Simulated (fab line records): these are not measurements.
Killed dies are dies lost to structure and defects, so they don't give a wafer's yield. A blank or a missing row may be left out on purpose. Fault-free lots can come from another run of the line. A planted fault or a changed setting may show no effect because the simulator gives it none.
Comparing a struck lot with a sound one    flow n5_finfet    36 out of 1938 route steps
Sound: the wafers L514.2, L514.3, L514.5. Wafers L508.3, L508.4, L508.6 were the ones struck. At the end, the cause is stated.
For every step that has rows: the tool of each side, followed by ch and its chambers, followed by its first start. Under that, the readings that differ: sound wafers    struck wafers    difference of the means    sigmas: that difference in standard deviations of wafers without a fault.
alike: words and numbers the same on both sides, and readings whose means are apart by under 2 such deviations; not compared: readings that were withheld, readings missing a value for some wafer, numbers with overlapping values and no deviation given by the record, and bounds like >300 which may hide the same value.
The two part at a step that has a row with sigmas, a row that says differs or no value, or rows on one side only. Non-overlapping numbers with no deviation appear without sigmas and do not part them. A reading that every wafer of one side lacks parts them only if that side has two wafers or more.

first, 9 steps without rows for these wafers: N5_BEOL_M4_ANNEAL_95 (time 240 s); N5_BEOL_M4_SPUTTER_96 (material Cu, target thk 4.5 nm, time 8.29 s); N5_BEOL_M4_ECD_50 (material Cu, target thk 300 nm); N5_BEOL_M4_ANNEAL_51 (time 90 s); N5_BEOL_M4_CMP_52 (polishes, stops on SiOC, t overpolish 6.8 s, target thk 40 nm); N5_BEOL_M4_PRE_CLEAN_60 (time 15 s); N5_BEOL_M4_CO_CAP_55 (material Co, precursor CCTBA/H2, target thk 2 nm, time 102.1 s); N5_BEOL_M4_PRE_CLEAN_56 (time 15 s); N5_BEOL_M4_DEP_57 (deposits SiCN from 3MS/NH3, target thk 8 nm, time 14 s).
N5_BEOL_M4_RC_MEAS_101:
  sound on prober-01 ch 0, day 14 23:59; struck on prober-01 ch 0, day 12 23:16
reading        sound           struck          difference  sigmas
SS_N (mV/dec)  72.4 72.0 72.4  70.7 71.0 70.8  -1.4        -2
  alike: DIBL_N, DIBL_P, IOFF_N, IOFF_P, ION_N, ION_P, SS_P, VT_N, VT_P
then, 24 steps without rows for these wafers: N5_BEOL_M5_ILD_DEP_00 (deposits SiCOH lowk from DEMS/porogen, target thk 140.64 nm, time 25.9 s); N5_BEOL_M5_CURE_79 (cures SiCOH lowk, time 240 s); N5_BEOL_M5_PECVD_70 (deposits SiO2 from TEOS/O2, target thk 16 nm, time 18 s); N5_BEOL_M5_HM_DEP_02 (deposits TiN, target thk 20 nm); N5_BEOL_M5_COAT_59 (time 60 s, resist thk 60 nm); N5_BEOL_M5_COAT_60 (time 60 s, resist thk 12 nm); N5_BEOL_M5_COAT_71 (time 60 s, resist thk 5 nm); N5_BEOL_M5_COAT_05 (resist thk 30 nm); N5_BEOL_M5_EBR_07; N5_BEOL_M5_SOFTBAKE_06 (time 60 s); N5_BEOL_M5_EXPOSE_08 (exposes mask M5, target cd 28 nm); N5_BEOL_M5_PEB_09 (peb time 60 s); N5_BEOL_M5_DEVELOP_10 (develop time 30 s); N5_BEOL_M5_DESCUM_16 (chemistry O2, time 7 s); N5_BEOL_M5_ETCH_72 (etches underlayer in N2/H2, target depth 6.5 nm, time 5.2 s); N5_BEOL_M5_ETCH_61 (etches SiARC in CF4, target depth 15.6 nm, time 26 s); N5_BEOL_M5_ETCH_62 (etches SOC in N2/H2, target depth 75 nm, overetch 15 nm, time 112.5 s); N5_BEOL_M5_STRIP_63 (strips in N2/H2); N5_BEOL_M5_STRIP_73 (strips in N2/H2); N5_BEOL_M5_STRIP_64 (strips in CF4); N5_BEOL_M5_HM_OPEN_17 (chemistry Cl2/BCl3, target TiN, target depth 20 nm, overetch 6 nm); N5_BEOL_M5_STRIP_19 (strips in O2); N5_BEOL_M5_COAT_65 (time 60 s, resist thk 60 nm); N5_BEOL_M5_COAT_66 (time 60 s, resist thk 12 nm).
-- a jump in the record: the struck wafers' starts before and after are 2 days apart (it breaks off in module BEOL_M5 and resumes in module BEOL_M10, where the first step shown is number 1509 of the route) --
N5_BEOL_M10_VIA_ETCH_34: etches SiCOH lowk in C4F6/O2, target depth 184.5 nm, time 69.2 s.
  sound on rie_diel-01 ch 1,2,3, day 17 12:43; struck on rie_diel-04 ch 1,2, day 15 01:17
  no value came back on the struck wafers for any of 7 readings (C4F6_flow_sccm (sccm), O2_flow_sccm (sccm) and others); on the sound wafers C4F6_flow_sccm (sccm) reads 10.04 9.96 10.00
reading                                      sound           struck             difference  sigmas
model.SiARC_of_BEOL_M10_COAT_64.thk_nm (nm)  0 0 0           22.8 22.6 22.8     +22.7       
model.SOC_of_BEOL_M10_COAT_63.thk_nm (nm)    92.2 92.2 92.2  100.4 100.2 100.2  +8.1        
  not compared: rf_hours_counter_h
-- a jump in the record: the struck wafers' starts before and after are 2 days apart (it breaks off in module BEOL_M10 and resumes in module PASSIVATION, where the first step shown is number 1936 of the route) --
N5_PASSIVATION_PROBE_49:
  rows exist in the record for the struck wafers here (prober-01, day 17 08:28), but not for the sound ones

## WHERE THEY PART
Last at N5_PASSIVATION_PROBE_49 as far as this record goes, first at N5_BEOL_M4_RC_MEAS_101.

WHY: whatever the simulator had introduced
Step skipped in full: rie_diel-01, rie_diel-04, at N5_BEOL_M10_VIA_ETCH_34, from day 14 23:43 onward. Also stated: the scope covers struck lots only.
